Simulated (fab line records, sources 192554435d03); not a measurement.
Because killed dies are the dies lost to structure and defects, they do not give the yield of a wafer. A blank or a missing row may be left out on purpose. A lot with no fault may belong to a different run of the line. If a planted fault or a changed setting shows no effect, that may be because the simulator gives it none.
fab line records	flow n5Finfet
[record] lots = 24	wafers = 72	lastDay = 18
route steps=1938 shown MIM_BOT@1832 MIM_TOP_LITHO@1848 MIM_TOP_ETCH@1851 MIM_BOT_LITHO@1864 TV_OPEN@1889 PAD_METAL@1894
lots that met no fault: from a run of the same line without faults
startH: start of the lot's first displayed wafer, in hours after the record's first day	waitH: hours elapsed since this lot's preceding step	" same as the row above	L1.1+2: a row that stands for several wafers	- no value present, or no start provided	* or withheld: withheld	< > ~ a bound
route shown NAME@n: names a module that has steps shown in the file, with the first one's number in the route	usual: mean/standard deviation taken from wafers without a fault	same: alike in all rows	chamber/n: place in a boat	sites: readings site by site	_std_site: how widely they spread, as a standard deviation	_edge_site: inner sites' mean taken away from outer sites' mean	radiusMm: for every site, how far away it sits from the centre of the wafer	mask NAME#n: copy n	behind: the most recent tool/chamber to have shaped the wafer	hold: why the lot went on hold/how many hours it stayed there/how the hold came to an end	device: whichever transistor did not switch (one of n, p or np)	end of line: the tests these same wafers got at the end of their route	a step given without rows: its recipe and nothing more	killed: the dies lost at the first sort to structure and to defects; this is not the yield of the wafer	map: per-die view of a wafer (x killed, . not killed, _ where there is no die)
set.NAME: the run value of the setting; set.NAME@STEP: its run value at that earlier step	model.NAME: the simulator's own value behind a step, which no gauge read
the route's steps for a sample of lots (tables are steps, rows are wafers)
services: from which hour (startH, from the record's first day; less than 0 if before it) a tool's chamber was out of use, for how many hours, and why
[[steps]]
[step N5_MIM_BOT_DEGAS_01]
[recipe] ambient = vacuum	tempC = 300	timeS = 60
[usual] heaterPowerW = 461/51
lot.wafer	tool	chamber	startH	waitH	heaterPowerW
L074.2	pvdSputter-03	-	247.57	0.4	511
L074.3	"	-	"	"	451
L074.4	"	-	"	"	535
L075.2	pvdSputter-02	-	273.42	0.0	450
L075.3	"	-	"	"	407
L075.6	"	-	"	"	421
L078.2	pvdSputter-03	-	280.94	0.7	386
L078.5	"	-	"	"	457
L078.6	"	-	"	"	390
L076.1	pvdSputter-01	-	287.02	1.5	393
L076.2	"	-	"	"	535
L076.4	"	-	"	"	492
L077.2	pvdSputter-01	-	296.35	0.4	400
L077.3	"	-	"	"	499
L077.5	"	-	"	"	494
L079.4	pvdSputter-03	-	296.52	0.4	535
L079.5	"	-	"	"	529
L079.6	"	-	"	"	508
L080.3	pvdSputter-02	-	299.67	0.4	443
L080.4	"	-	"	"	413
L080.6	"	-	"	"	408
L081.3	pvdSputter-03	-	308.38	0.6	449
L081.4	"	-	"	"	506
L081.5	"	-	"	"	500
L082.1	pvdSputter-03	-	309.24	0.6	457
L082.2	"	-	"	"	541
L082.3	"	-	"	"	516
L083.3	pvdSputter-02	-	317.92	0.6	424
L083.4	"	-	"	"	481
L083.6	"	-	"	"	405
L085.1	pvdSputter-02	-	328.65	0.8	408
L085.3	"	-	"	"	444
L085.6	"	-	"	"	417
L084.2	pvdSputter-01	-	333.35	1.9	493
L084.3	"	-	"	"	529
L084.5	"	-	"	"	482
L087.2	pvdSputter-01	-	333.57	1.5	440
L087.3	"	-	"	"	391
L087.4	"	-	"	"	498
L086.1	pvdSputter-01	-	339.14	2.6	533
L086.2	"	-	"	"	487
L086.5	"	-	"	"	477
L091.1	pvdSputter-01	-	372.06	0.8	433
L091.3	"	-	"	"	406
L091.4	"	-	"	"	548
L089.1	pvdSputter-03	-	382.50	2.9	500
L089.4	"	-	"	"	470
L089.6	"	-	"	"	381
L090.1	pvdSputter-03	-	382.92	2.3	503
L090.3	"	-	"	"	470
L090.6	"	-	"	"	388
L093.1	pvdSputter-02	-	383.24	0.7	464
L093.3	"	-	"	"	442
L093.4	"	-	"	"	413
L092.3	pvdSputter-01	-	388.28	2.5	442
L092.4	"	-	"	"	402
L092.6	"	-	"	"	433
L088.2	pvdSputter-01	-	388.66	2.0	484
L088.3	"	-	"	"	424
L088.4	"	-	"	"	536
L094.4	pvdSputter-03	-	393.73	0.3	374
L094.5	"	-	"	"	463
L094.6	"	-	"	"	385
L095.1	pvdSputter-03	-	403.32	0.4	375
L095.3	"	-	"	"	447
L095.5	"	-	"	"	511
L096.1	pvdSputter-02	-	406.29	0.8	417
L096.3	"	-	"	"	477
L096.4	"	-	"	"	454
L097.3	pvdSputter-03	-	416.75	3.1	384
L097.4	"	-	"	"	458
L097.5	"	-	"	"	453
[step N5_MIM_TOP_LITHO_OVL_MEAS_11]
[recipe] pointsPerWafer = 44
[usual] MIM_TOP_OVL = 4/6.1
lot.wafer	tool	chamber	startH	waitH	MIM_TOP_OVL[nm]
L074.2	overlay-01	0	248.72	0.0	0
L074.3	"	0	"	"	14
L074.4	"	0	"	"	8
L075.2	overlay-01	0	274.49	0.0	5
L075.3	"	0	"	"	7
L075.6	"	0	"	"	9
L078.2	overlay-01	0	282.52	0.0	-9
L078.5	"	0	"	"	-3
L078.6	"	0	"	"	-6
L076.1	overlay-02	0	289.21	0.0	6
L076.2	"	0	"	"	3
L076.4	"	0	"	"	2
L077.2	overlay-01	0	297.68	0.0	2
L077.3	"	0	"	"	3
L077.5	"	0	"	"	2
L079.4	overlay-02	0	297.84	0.0	2
L079.5	"	0	"	"	8
L079.6	"	0	"	"	14
L080.3	overlay-01	0	302.21	0.0	9
L080.4	"	0	"	"	4
L080.6	"	0	"	"	7
L081.3	overlay-01	0	309.90	0.0	5
L081.4	"	0	"	"	-2
L081.5	"	0	"	"	11
L082.1	overlay-02	0	310.43	0.0	3
L082.2	"	0	"	"	3
L082.3	"	0	"	"	-4
L083.3	overlay-02	0	319.50	0.0	9
L083.4	"	0	"	"	-2
L083.6	"	0	"	"	3
L085.1	overlay-02	0	329.93	0.0	-6
L085.3	"	0	"	"	-3
L085.6	"	0	"	"	-6
L084.2	overlay-01	0	334.76	0.0	6
L084.3	"	0	"	"	16
L084.5	"	0	"	"	15
L087.2	overlay-01	0	334.92	0.0	-9
L087.3	"	0	"	"	0
L087.4	"	0	"	"	0
L086.1	overlay-02	0	340.34	0.0	13
L086.2	"	0	"	"	8
L086.5	"	0	"	"	14
L091.1	overlay-02	0	375.69	0.0	5
L091.3	"	0	"	"	8
L091.4	"	0	"	"	3
L089.1	overlay-01	0	383.73	0.0	5
L089.4	"	0	"	"	14
L089.6	"	0	"	"	9
L090.1	overlay-01	0	384.11	0.0	-8
L090.3	"	0	"	"	1
L090.6	"	0	"	"	2
L093.1	overlay-01	0	385.08	0.0	-4
L093.3	"	0	"	"	-3
L093.4	"	0	"	"	-5
L092.3	overlay-01	0	389.90	0.0	-5
L092.4	"	0	"	"	-3
L092.6	"	0	"	"	2
L088.2	overlay-01	0	390.22	0.0	3
L088.3	"	0	"	"	11
L088.4	"	0	"	"	0
L094.4	overlay-01	0	394.81	0.0	2
L094.5	"	0	"	"	5
L094.6	"	0	"	"	-1
L095.1	overlay-01	0	406.34	0.0	8
L095.3	"	0	"	"	8
L095.5	"	0	"	"	14
L096.1	overlay-01	0	407.35	0.0	9
L096.3	"	0	"	"	7
L096.4	"	0	"	"	3
L097.3	overlay-02	0	418.37	0.0	8
L097.4	"	0	"	"	8
L097.5	"	0	"	"	10
[step N5_MIM_TOP_ETCH_ETCH_00]
[recipe] chemistry = Cl2/BCl3	target = TiN	targetDepthA = 385	ionEnergyEv = 150	pressureMtorr = 10	icpW = 1000	biasW = 126	Cl2_flow_sccm = 53.25	bcl3FlowSccm = 21.75	Ar_flow_sccm = 25
[usual] drypumpMotorCurrentA = 5.7/0.44	heBacksideLeakSccm = 3.38/0.19	oes_ar_750_au = 0.80/0.05	oesProductAu = 0.79/0.053	throttleValvePct = 22.59/0.16
lot.wafer	tool	chamber	startH	waitH	drypumpMotorCurrentA	heBacksideLeakSccm	oes_ar_750_au	oesProductAu	rfHoursCounterH	throttleValvePct
L074.2	rieMetal-01	1	248.86	0.1	6.4	3.52	0.80	0.78	44	22.54
L074.3	"	1	"	"	6.4	3.60	0.79	0.79	-	22.52
L074.4	"	0	"	"	5.6	3.22	0.84	0.85	-	22.65
L075.2	rieMetal-02	0	275.54	0.1	5.3	3.55	0.79	0.79	33	22.76
L075.3	"	0	"	"	5.3	3.48	0.79	0.78	-	22.77
L075.6	"	1	"	"	5.8	3.09	0.92	0.92	-	22.28
L078.2	rieMetal-01	0	282.92	0.1	5.6	3.13	0.84	0.84	19	22.66
L078.5	"	1	"	"	6.4	3.32	0.79	0.78	-	22.53
L078.6	"	0	"	"	5.6	3.32	0.84	0.84	-	22.66
L076.1	rieMetal-02	1	289.35	0.1	5.8	3.25	0.91	0.91	7	22.27
L076.2	"	0	"	"	5.3	3.39	0.79	0.81	34	22.77
L076.4	"	1	"	"	5.8	3.23	0.90	0.91	-	22.26
L077.2	rieMetal-01	1	297.85	0.1	6.4	3.52	0.79	0.78	48	22.54
L077.3	"	0	"	"	5.6	3.13	0.83	0.83	-	22.68
L077.5	"	1	"	"	6.4	3.45	0.79	0.77	-	22.56
L079.4	rieMetal-02	1	298.02	0.1	5.8	3.16	0.90	0.90	-	22.27
L079.5	"	1	"	"	5.8	3.12	0.90	0.89	-	22.28
L079.6	"	0	"	"	5.3	3.54	0.79	0.79	-	22.76
L080.3	rieMetal-01	0	302.42	0.1	5.6	3.26	0.83	0.83	-	22.67
L080.4	"	1	"	"	6.4	3.48	0.78	0.77	-	22.53
L080.6	"	1	"	"	6.4	3.53	0.78	0.77	-	22.54
L081.3	rieMetal-01	1	310.44	0.1	6.4	3.44	0.79	0.78	-	22.54
L081.4	"	0	"	"	5.6	3.17	0.82	0.84	-	22.67
L081.5	"	0	"	"	5.6	3.15	0.82	0.84	-	22.67
L082.1	rieMetal-01	1	310.64	0.1	6.4	3.70	0.78	0.77	50	22.54
L082.2	"	0	"	"	5.6	3.08	0.82	0.84	22	22.67
L082.3	"	0	"	"	5.6	3.17	0.82	0.83	-	22.68
L083.3	rieMetal-01	1	319.74	0.1	6.4	3.71	0.78	0.77	-	22.55
L083.4	"	0	"	"	5.6	3.24	0.82	0.84	-	22.65
L083.6	"	0	"	"	5.6	3.18	0.82	0.84	-	22.66
L085.1	rieMetal-02	0	330.08	0.1	5.3	3.56	0.78	0.78	39	22.77
L085.3	"	0	"	"	5.3	3.40	0.77	0.77	-	22.76
L085.6	"	1	"	"	5.8	3.09	0.88	0.89	-	22.29
L084.2	rieMetal-02	1	334.92	0.1	5.8	3.29	0.88	0.87	12	22.29
L084.3	"	0	"	"	5.3	3.49	0.78	0.77	-	22.77
L084.5	"	0	"	"	5.3	3.66	0.79	0.77	-	22.79
L087.2	rieMetal-01	0	335.09	0.1	5.6	3.41	0.81	0.83	24	22.68
L087.3	"	1	"	"	6.4	3.43	0.77	0.77	-	22.54
L087.4	"	0	"	"	5.6	3.25	0.82	0.84	-	22.65
L086.1	rieMetal-01	1	340.48	0.1	6.4	3.44	0.78	0.76	53	22.55
L086.2	"	0	"	"	5.6	3.09	0.81	0.84	25	22.67
L086.5	"	0	"	"	5.6	3.22	0.82	0.82	-	22.67
L091.1	rieMetal-01	1	375.93	0.1	6.4	3.48	0.77	0.76	54	22.54
L091.3	"	1	"	"	6.4	3.64	0.78	0.76	-	22.54
L091.4	"	0	"	"	5.6	3.02	0.81	0.82	-	22.68
L089.1	rieMetal-01	1	384.17	0.1	6.4	3.61	0.77	0.75	55	22.56
L089.4	"	0	"	"	5.6	3.02	0.81	0.81	-	22.68
L089.6	"	1	"	"	6.4	3.48	0.77	0.75	-	22.55
L090.1	rieMetal-03	1	384.42	0.1	5.0	3.53	0.74	0.74	54	22.56
L090.3	"	0	"	"	5.9	3.52	0.72	0.72	-	22.75
L090.6	"	0	"	"	5.9	3.55	0.72	0.72	-	22.77
L093.1	rieMetal-03	0	385.22	0.1	5.9	3.30	0.72	0.73	71	22.75
L093.3	"	1	"	"	5.0	3.45	0.74	0.75	-	22.56
L093.4	"	0	"	"	5.9	3.29	0.73	0.72	-	22.76
L092.3	rieMetal-03	0	390.09	0.1	5.9	3.54	0.72	0.73	-	22.77
L092.4	"	1	"	"	5.0	3.49	0.74	0.73	-	22.55
L092.6	"	0	"	"	5.9	3.42	0.72	0.72	-	22.76
L088.2	rieMetal-02	0	390.36	0.1	5.3	3.27	0.76	0.77	42	22.77
L088.3	"	0	"	"	5.3	3.40	0.76	0.77	-	22.78
L088.4	"	1	"	"	5.8	3.39	0.86	0.86	-	22.29
L094.4	rieMetal-03	1	395.05	0.1	5.0	3.54	0.74	0.74	-	22.56
L094.5	"	1	"	"	5.0	3.38	0.73	0.74	-	22.55
L094.6	"	0	"	"	5.9	3.44	0.72	0.72	-	22.75
L095.1	rieMetal-03	0	406.48	0.1	5.9	3.14	0.72	0.72	74	22.77
L095.3	"	1	"	"	5.0	3.27	0.73	0.73	-	22.57
L095.5	"	1	"	"	5.0	3.36	0.74	0.73	-	22.56
L096.1	rieMetal-01	1	407.49	0.1	6.4	3.63	0.77	0.75	57	22.55
L096.3	"	0	"	"	5.6	3.33	0.80	0.81	-	22.69
L096.4	"	1	"	"	6.4	3.45	0.76	0.75	-	22.57
L097.3	rieMetal-02	1	418.56	0.1	5.8	3.18	0.85	0.84	-	22.28
L097.4	"	0	"	"	5.3	3.58	0.76	0.77	-	22.78
L097.5	"	1	"	"	5.8	3.20	0.85	0.85	-	22.30
[step N5_MIM_BOT_LITHO_INSPECT_12]
[recipe] mode = adi	inspectInstrument = macro
[usual] rawDefectCount = 2.0/1.4
lot.wafer	tool	chamber	startH	waitH	rawDefectCount
L074.2	defectInspect-02	-	249.47	0.0	3
L074.3	"	-	"	"	2
L074.4	"	-	"	"	3
L075.2	defectInspect-01	-	276.16	0.0	1
L075.3	"	-	"	"	0
L075.6	"	-	"	"	0
L078.2	defectInspect-01	-	283.62	0.0	1
L078.5	"	-	"	"	3
L078.6	"	-	"	"	0
L076.1	defectInspect-01	-	290.09	0.0	6
L076.2	"	-	"	"	2
L076.4	"	-	"	"	1
L077.2	defectInspect-02	-	298.46	0.0	1
L077.3	"	-	"	"	1
L077.5	"	-	"	"	0
L079.4	defectInspect-02	-	298.72	0.0	1
L079.5	"	-	"	"	1
L079.6	"	-	"	"	2
L080.3	defectInspect-02	-	303.29	0.0	0
L080.4	"	-	"	"	3
L080.6	"	-	"	"	1
L081.3	defectInspect-01	-	311.14	0.0	2
L081.4	"	-	"	"	3
L081.5	"	-	"	"	1
L082.1	defectInspect-01	-	311.41	0.0	3
L082.2	"	-	"	"	5
L082.3	"	-	"	"	3
L083.3	defectInspect-01	-	320.44	0.0	3
L083.4	"	-	"	"	2
L083.6	"	-	"	"	0
L085.1	defectInspect-02	-	330.70	0.0	1
L085.3	"	-	"	"	0
L085.6	"	-	"	"	4
L084.2	defectInspect-02	-	335.53	0.0	2
L084.3	"	-	"	"	4
L084.5	"	-	"	"	2
L087.2	defectInspect-01	-	335.83	0.0	3
L087.3	"	-	"	"	0
L087.4	"	-	"	"	2
L086.1	defectInspect-02	-	341.27	0.0	2
L086.2	"	-	"	"	1
L086.5	"	-	"	"	1
L091.1	defectInspect-01	-	376.71	0.0	2
L091.3	"	-	"	"	1
L091.4	"	-	"	"	1
L089.1	defectInspect-02	-	384.80	0.0	1
L089.4	"	-	"	"	2
L089.6	"	-	"	"	2
L090.1	defectInspect-02	-	385.20	0.0	4
L090.3	"	-	"	"	1
L090.6	"	-	"	"	1
L093.1	defectInspect-01	-	385.99	0.0	5
L093.3	"	-	"	"	3
L093.4	"	-	"	"	3
L092.3	defectInspect-02	-	390.82	0.0	2
L092.4	"	-	"	"	3
L092.6	"	-	"	"	3
L088.2	defectInspect-01	-	391.13	0.0	2
L088.3	"	-	"	"	3
L088.4	"	-	"	"	5
L094.4	defectInspect-01	-	395.75	0.0	1
L094.5	"	-	"	"	5
L094.6	"	-	"	"	1
L095.1	defectInspect-02	-	407.09	0.0	1
L095.3	"	-	"	"	0
L095.5	"	-	"	"	3
L096.1	defectInspect-01	-	408.20	0.0	4
L096.3	"	-	"	"	3
L096.4	"	-	"	"	4
L097.3	defectInspect-01	-	419.13	0.0	3
L097.4	"	-	"	"	1
L097.5	"	-	"	"	1
[step N5_PASSIVATION_STRIP_14]
[recipe] chemistry = O2	powerW = 600	tempC = 60	pressureMtorr = 30	rfFrequencyHz = 6e+07	biasPowerW = 0	overashFraction = 0.5	o2FlowSccm = 225
[usual] drypumpMotorCurrentA = 5.6/0.48	oesProductAu = 0.82/0.088	rfVppV = 3.8/0.99	showerheadPlenumPTorr = 2.11/0.054	throttleValvePct = 16.67/0.18
lot.wafer	tool	chamber	startH	waitH	drypumpMotorCurrentA	oesProductAu	rfHoursCounterH	rfVppV	showerheadPlenumPTorr	throttleValvePct
L074.2	rieDiel-06	1	255.61	0.1	5.6	0.68	247	6.0	2.14	16.91
L074.3	"	0	"	"	5.6	0.81	75	5.9	2.12	16.63
L074.4	"	2	"	"	5.7	0.88	36	3.7	2.13	16.69
L075.2	rieDiel-04	1	280.67	0.1	5.1	0.73	172	3.6	2.10	16.93
L075.3	"	2	"	"	6.1	0.69	247	3.6	2.07	16.90
L075.6	"	0	"	"	5.1	0.93	-	3.5	2.15	16.50
L078.2	rieDiel-03	2	287.32	0.1	5.7	0.83	64	2.5	2.05	16.46
L078.5	"	2	"	"	5.7	0.83	-	2.6	2.05	16.50
L078.6	"	3	"	"	5.0	0.86	-	4.4	2.22	16.47
L076.1	rieDiel-04	2	292.42	0.1	6.1	0.69	248	2.9	2.07	16.92
L076.2	"	0	"	"	5.1	0.90	21	3.1	2.15	16.49
L076.4	"	3	"	"	6.3	0.76	162	2.9	2.10	16.64
L077.2	rieDiel-04	0	302.00	0.1	5.1	0.90	24	3.3	2.14	16.46
L077.3	"	1	"	"	5.1	0.74	176	4.4	2.10	16.93
L077.5	"	1	"	"	5.0	0.74	-	2.7	2.10	16.94
L079.4	rieDiel-06	2	302.56	0.1	5.6	0.85	54	4.4	2.13	16.74
L079.5	"	2	"	"	5.7	0.85	-	4.7	2.13	16.74
L079.6	"	1	"	"	5.6	0.98	-	2.4	2.14	16.43
L080.3	rieDiel-04	0	305.31	0.1	5.1	0.90	26	4.9	2.14	16.49
L080.4	"	3	"	"	6.3	0.75	-	2.1	2.10	16.65
L080.6	"	1	"	"	5.0	0.74	-	2.4	2.10	16.94
L081.3	rieDiel-03	3	313.33	0.1	5.0	0.85	54	5.0	2.22	16.46
L081.4	"	1	"	"	5.8	0.77	116	3.2	2.12	16.46
L081.5	"	0	"	"	6.2	0.99	-	5.9	2.23	16.43
L082.1	rieDiel-04	3	313.55	0.1	6.3	0.75	171	4.1	2.10	16.69
L082.2	"	1	"	"	5.0	0.73	181	5.2	2.10	16.92
L082.3	"	0	"	"	5.1	0.90	29	4.9	2.14	16.49
L083.3	rieDiel-04	0	323.45	0.1	5.0	0.90	32	4.4	2.14	16.52
L083.4	"	3	"	"	6.3	0.75	174	2.1	2.09	16.69
L083.6	"	2	"	"	6.1	0.98	-	4.3	2.07	16.45
L085.1	rieDiel-04	0	332.69	0.1	5.0	0.89	34	3.8	2.14	16.56
L085.3	"	1	"	"	5.1	0.72	186	3.2	2.09	16.94
L085.6	"	2	"	"	6.1	0.97	-	2.7	2.07	16.47
L087.2	rieDiel-04	3	339.76	0.1	6.3	0.74	178	2.7	2.09	16.71
L087.3	"	2	"	"	6.1	0.96	5	3.9	2.07	16.44
L087.4	"	0	"	"	5.1	0.87	36	2.2	2.14	16.52
L084.2	rieDiel-06	1	340.23	0.1	5.6	0.94	14	4.1	2.14	16.48
L084.3	"	3	"	"	5.8	0.70	249	3.8	1.98	17.08
L084.5	"	3	"	"	5.8	0.69	-	2.8	1.98	17.05
L086.1	rieDiel-06	0	344.39	0.1	5.6	0.78	106	2.4	2.11	16.70
L086.2	"	1	"	"	5.6	0.94	15	4.4	2.14	16.50
L086.5	"	3	"	"	5.8	0.70	-	2.3	1.98	17.07
L091.1	rieDiel-04	2	379.48	0.1	6.1	0.92	15	5.1	2.07	16.51
L091.3	"	0	"	"	5.1	0.87	47	4.2	2.14	16.57
L091.4	"	0	"	"	5.1	0.86	-	4.1	2.14	16.56
L093.1	rieDiel-04	2	388.27	0.1	6.1	0.93	19	3.2	2.07	16.51
L093.3	"	1	"	"	5.0	0.72	198	5.2	2.09	16.94
L093.4	"	0	"	"	5.1	0.87	49	4.7	2.13	16.53
L089.1	rieDiel-04	0	388.76	0.1	5.0	0.86	50	4.3	2.13	16.55
L089.4	"	2	"	"	6.1	0.92	19	4.1	2.07	16.50
L089.6	"	3	"	"	6.3	0.73	-	4.2	2.09	16.73
L090.1	rieDiel-04	3	389.24	0.1	6.3	0.74	193	3.6	2.09	16.72
L090.3	"	0	"	"	5.1	0.86	50	3.4	2.13	16.54
L090.6	"	1	"	"	5.0	0.72	-	3.8	2.09	16.98
L092.3	rieDiel-06	1	393.54	0.1	5.6	0.89	30	3.4	2.13	16.45
L092.4	"	3	"	"	5.8	0.94	-	2.1	2.24	16.58
L092.6	"	1	"	"	5.6	0.90	-	3.7	2.13	16.48
L088.2	rieDiel-03	0	393.57	0.1	6.2	0.90	22	3.7	2.23	16.50
L088.3	"	1	"	"	5.8	0.75	139	3.4	2.11	16.50
L088.4	"	0	"	"	6.2	0.92	-	4.0	2.23	16.49
L094.4	rieDiel-04	3	398.20	0.1	6.3	0.73	196	3.3	2.09	16.74
L094.5	"	2	"	"	6.1	0.92	-	3.9	2.06	16.52
L094.6	"	3	"	"	6.3	0.72	-	5.0	2.09	16.71
L096.1	rieDiel-06	0	411.21	0.1	5.6	0.76	127	2.9	2.10	16.71
L096.3	"	2	"	"	5.6	0.81	85	5.9	2.12	16.81
L096.4	"	1	"	"	5.6	0.89	36	3.9	2.13	16.50
L095.1	rieDiel-04	3	411.24	0.1	6.3	0.73	200	5.4	2.09	16.72
L095.3	"	0	"	"	5.1	0.85	57	4.1	2.13	16.55
L095.5	"	0	"	"	5.0	0.85	-	2.5	2.13	16.56
L097.3	rieDiel-06	0	422.76	0.1	5.6	0.76	130	3.4	2.10	16.72
L097.4	"	2	"	"	5.7	0.80	87	3.2	2.12	16.81
L097.5	"	3	"	"	5.8	0.90	-	3.9	2.24	16.62
[step N5_PASSIVATION_PRE_CLEAN_19]
[recipe] gas = H2/He	timeS = *	tempC = *
[usual] heaterPowerW = 457/48
lot.wafer	tool	chamber	startH	waitH	heaterPowerW
L074.2	pvdSputter-02	-	256.33	0.0	425
L074.3	"	-	"	"	441
L074.4	"	-	"	"	462
L075.2	pvdSputter-03	-	281.60	0.0	502
L075.3	"	-	"	"	448
L075.6	"	-	"	"	387
L078.2	pvdSputter-03	-	288.27	0.0	444
L078.5	"	-	"	"	507
L078.6	"	-	"	"	453
L076.1	pvdSputter-01	-	293.13	0.0	539
L076.2	"	-	"	"	400
L076.4	"	-	"	"	494
L077.2	pvdSputter-01	-	302.51	0.0	425
L077.3	"	-	"	"	495
L077.5	"	-	"	"	394
L079.4	pvdSputter-03	-	302.87	0.0	515
L079.5	"	-	"	"	507
L079.6	"	-	"	"	527
L080.3	pvdSputter-01	-	305.71	0.0	549
L080.4	"	-	"	"	407
L080.6	"	-	"	"	398
L081.3	pvdSputter-01	-	314.01	0.0	490
L081.4	"	-	"	"	397
L081.5	"	-	"	"	433
L082.1	pvdSputter-02	-	314.08	0.0	411
L082.2	"	-	"	"	431
L082.3	"	-	"	"	472
L083.3	pvdSputter-01	-	324.22	0.0	412
L083.4	"	-	"	"	399
L083.6	"	-	"	"	439
L085.1	pvdSputter-02	-	333.82	0.0	455
L085.3	"	-	"	"	416
L085.6	"	-	"	"	473
L087.2	pvdSputter-02	-	340.02	0.0	414
L087.3	"	-	"	"	450
L087.4	"	-	"	"	477
L084.2	pvdSputter-01	-	340.75	0.0	400
L084.3	"	-	"	"	471
L084.5	"	-	"	"	531
L086.1	pvdSputter-02	-	344.94	0.0	480
L086.2	"	-	"	"	422
L086.5	"	-	"	"	415
L091.1	pvdSputter-01	-	382.59	0.0	439
L091.3	"	-	"	"	405
L091.4	"	-	"	"	532
L093.1	pvdSputter-02	-	388.98	0.0	400
L093.3	"	-	"	"	414
L093.4	"	-	"	"	437
L089.1	pvdSputter-01	-	389.42	0.0	487
L089.4	"	-	"	"	525
L089.6	"	-	"	"	497
L090.1	pvdSputter-01	-	389.92	0.0	498
L090.3	"	-	"	"	545
L090.6	"	-	"	"	436
L092.3	pvdSputter-03	-	393.97	0.0	375
L092.4	"	-	"	"	508
L092.6	"	-	"	"	457
L088.2	pvdSputter-02	-	394.06	0.0	466
L088.3	"	-	"	"	412
L088.4	"	-	"	"	458
L094.4	pvdSputter-01	-	399.99	0.0	489
L094.5	"	-	"	"	403
L094.6	"	-	"	"	444
L096.1	pvdSputter-03	-	411.65	0.0	528
L096.3	"	-	"	"	384
L096.4	"	-	"	"	504
L095.1	pvdSputter-02	-	411.74	0.0	449
L095.3	"	-	"	"	420
L095.5	"	-	"	"	408
L097.3	pvdSputter-01	-	423.34	0.0	547
L097.4	"	-	"	"	431
L097.5	"	-	"	"	478
[[services]]
tool	chamber	startH	hours	kind
rieMetal-03	1	223.95	1.0	repair
rieDiel-04	1	230.58	5.0	repair
rieDiel-06	3	234.46	2.5	repair
rieDiel-03	2	237.27	2.9	repair
rieDiel-06	1	271.80	-	clean
rieDiel-06	1	271.80	-	consumableReplace:focusRing
rieDiel-06	1	271.80	23.7	scheduledDown
rieDiel-06	1	271.80	23.7	ventCycle
rieMetal-03	-	274.47	2.8	pm
rieDiel-04	-	287.54	4.3	pm
rieDiel-04	2	299.26	-	clean
rieDiel-04	2	299.26	-	consumableReplace:focusRing
rieDiel-04	2	299.26	15.7	scheduledDown
rieDiel-04	2	299.26	15.7	ventCycle
pvdSputter-03	-	336.40	31.4	repair
rieDiel-03	0	343.11	3.0	repair
rieDiel-06	3	348.05	-	clean
rieDiel-06	3	348.05	-	consumableReplace:focusRing
rieDiel-06	3	348.05	-	consumableReplace:showerhead
rieDiel-06	3	348.05	20.0	scheduledDown
pvdSputter-01	-	351.91	3.6	repair
rieDiel-03	2	388.66	9.7	repair
rieDiel-06	2	391.01	4.4	repair
rieMetal-02	0	400.78	8.8	repair
[[key]]
fault none
